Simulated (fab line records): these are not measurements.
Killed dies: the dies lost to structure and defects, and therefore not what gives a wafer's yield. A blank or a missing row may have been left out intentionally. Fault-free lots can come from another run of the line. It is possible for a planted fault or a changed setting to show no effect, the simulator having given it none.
Struck lot and sound lot, side by side + flow n5_finfet + 36 out of 1938 route steps
Sound: wafers L959.1, L959.4, L959.6. Struck: wafer L970.4. (L970.3, L970.6 of the same lot were not struck and are left out.) The cause comes at the end.
Each step with rows lists, per side, the tool, then ch with its chambers, then its first start. Under that, the readings that differ: sound wafers + struck wafers + difference of the means + sigmas: that difference in standard deviations of wafers without a fault.
alike: readings with means less than 2 such deviations apart, plus words and numbers identical on both sides. not compared: withheld readings, readings lacking a value on some wafer, bounds such as >300 that could conceal the same value, and numbers that have no deviation in the record and whose values overlap.
A row with sigmas, a row that says differs or no value, or rows on one side alone: a step with any of these is where the two part. Non-overlapping numbers with no deviation appear without sigmas and do not part them. Lack of a reading on every wafer of one side parts them only where that side has two or more wafers.

first, 9 steps without rows for these wafers: N5_MOL_CONTACT_COAG_PRECLEAN_127 (cleans in DIW, time 57.5 s); N5_MOL_CONTACT_COAG_SRD_128 (dry time 32 s); N5_MOL_CONTACT_COAG_CMP_52 (polishes, stops on SiO2, t overpolish 1.5 s, target thk 66.5 nm); N5_MOL_CONTACT_COAG_ANNEAL_112 (time 1800 s); N5_BEOL_M0_SAQP_PECVD_00 (deposits SiCN from 3MS/NH3, target thk 8 nm, time 14 s); N5_BEOL_M0_SAQP_ILD_DEP_01 (deposits SiOC from DEMS/O2, target thk 45.419 nm, time 8.7 s); N5_BEOL_M0_SAQP_HM_DEP_02 (deposits TiN, target thk 12 nm); N5_BEOL_M0_SAQP_PECVD_03 (deposits SiCN from 3MS/NH3, target thk 12 nm, time 21.1 s); N5_BEOL_M0_SAQP_PECVD_96 (deposits a-Si from SiH4/He, target thk 45 nm, time 45.2 s).
N5_BEOL_M0_SAQP_PECVD_97: deposits SiNx from SiH4/NH3/N2, target thk 23 nm, time 19.9 s.
  sound on pecvd-02 ch 1,2, day 5 12:40; struck on pecvd-02 ch 1, day 8 05:19
| reading                                         | sound          | struck | difference | sigmas |
|-------------------------------------------------|----------------|--------|------------|--------|
| model.SiNx_of_BEOL_M0_SAQP_PECVD_97.thk_nm (nm) | 22.6 22.8 22.8 | 17     | -6         |        |
  alike: heater_power_w, showerhead_plenum_p_Torr, throttle_valve_pct
then, 24 steps without rows for these wafers: N5_BEOL_M0_SAQP_PECVD_04 (deposits a-Si from SiH4/He, target thk 60 nm, time 60.2 s); N5_BEOL_M0_SAQP_HM_DEP_111 (deposits SiO2 from SiH4/N2O, target thk 12 nm, time 7.2 s); N5_BEOL_M0_SAQP_COAT_81 (time 60 s, resist thk 100 nm); N5_BEOL_M0_SAQP_COAT_82 (time 60 s, resist thk 30 nm); N5_BEOL_M0_SAQP_COAT_08 (resist thk 90 nm); N5_BEOL_M0_SAQP_EBR_10; N5_BEOL_M0_SAQP_SOFTBAKE_09 (time 60 s); N5_BEOL_M0_SAQP_EXPOSE_11 (exposes mask M0 CORE, target cd 42 nm); N5_BEOL_M0_SAQP_PEB_12 (peb time 60 s); N5_BEOL_M0_SAQP_DEVELOP_13 (develop time 30 s); N5_BEOL_M0_SAQP_DESCUM_19 (chemistry O2, time 7.9 s); N5_BEOL_M0_SAQP_ETCH_83 (etches SiARC in CF4, target depth 39 nm, time 65 s); N5_BEOL_M0_SAQP_ETCH_84 (etches SOC in N2/H2, target depth 100 nm, overetch 20 nm, time 150 s); N5_BEOL_M0_SAQP_STRIP_80 (strips in N2/H2); N5_BEOL_M0_SAQP_HM_OPEN_112 (chemistry CHF3/O2, target SiO2, stops on a-Si, target depth 12 nm, time 13.5 s); N5_BEOL_M0_SAQP_STRIP_113 (strips in CHF3/O2); N5_BEOL_M0_SAQP_MANDREL_ETCH_20 (etches a-Si in HBr/Cl2, stops on SiNx, target depth 60 nm, bt time 10 s, time 30 s); N5_BEOL_M0_SAQP_STRIP_86 (strips in N2/H2); N5_BEOL_M0_SAQP_STRIP_115 (strips in post etch residue remover, time 60 s); N5_BEOL_M0_SAQP_SRD_93 (time 30 s); N5_BEOL_M0_SAQP_RECESS_114 (chemistry HF/NH3, target SiO2, target depth 14.4 nm, afs cycles 3, sublimation time 60 s); N5_BEOL_M0_SAQP_SPACER1_ALD_98 (deposits SiO2, target thk 12.8 nm, pulse time 1 s, purge time 2 s); N5_BEOL_M0_SAQP_SPACER1_ETCHBACK_99 (etches SiO2 in CHF3/O2, target depth 15.4 nm, time 7.7 s); N5_BEOL_M0_SAQP_MANDREL1_REMOVE_100 (chemistry HBr/Cl2/O2, target a-Si, stops on SiNx, bt time 10 s).
N5_BEOL_M0_SAQP_ETCH_106: etches SOC in N2/H2, stops on SiNx, target depth 150 nm.
  sound on rie_diel-04 ch 1,2,3, day 5 15:39; struck on rie_diel-01 ch 2, day 8 08:48
| reading                                         | sound      | struck | difference | sigmas |
|-------------------------------------------------|------------|--------|------------|--------|
| model.SiNx_of_BEOL_M0_SAQP_PECVD_97.thk_nm (nm) | 14.8 15 15 | 9.2    | -5.7       |        |
  alike: chamber_pressure_mTorr, drypump_motor_current_A, oes_product_au, rf_vpp_V, showerhead_plenum_p_Torr, throttle_valve_pct
  not compared: rf_hours_counter_h
-- here the record skips 4 days between the struck wafers' starts before and after, leaving off in module BEOL_M0_SAQP and picking up in module BEOL_M4 (first step shown: number 1111 of the route) --
N5_BEOL_M4_RC_MEAS_101:
  sound on prober-01 ch 0, day 9 03:23; struck on prober-02 ch 0, day 12 19:17
  alike: DIBL_N, DIBL_P, IOFF_N, IOFF_P, ION_N, ION_P, SS_N, SS_P, VT_N, VT_P

WHERE THEY PART
Nowhere in this record.

WHY: what the simulator had put in
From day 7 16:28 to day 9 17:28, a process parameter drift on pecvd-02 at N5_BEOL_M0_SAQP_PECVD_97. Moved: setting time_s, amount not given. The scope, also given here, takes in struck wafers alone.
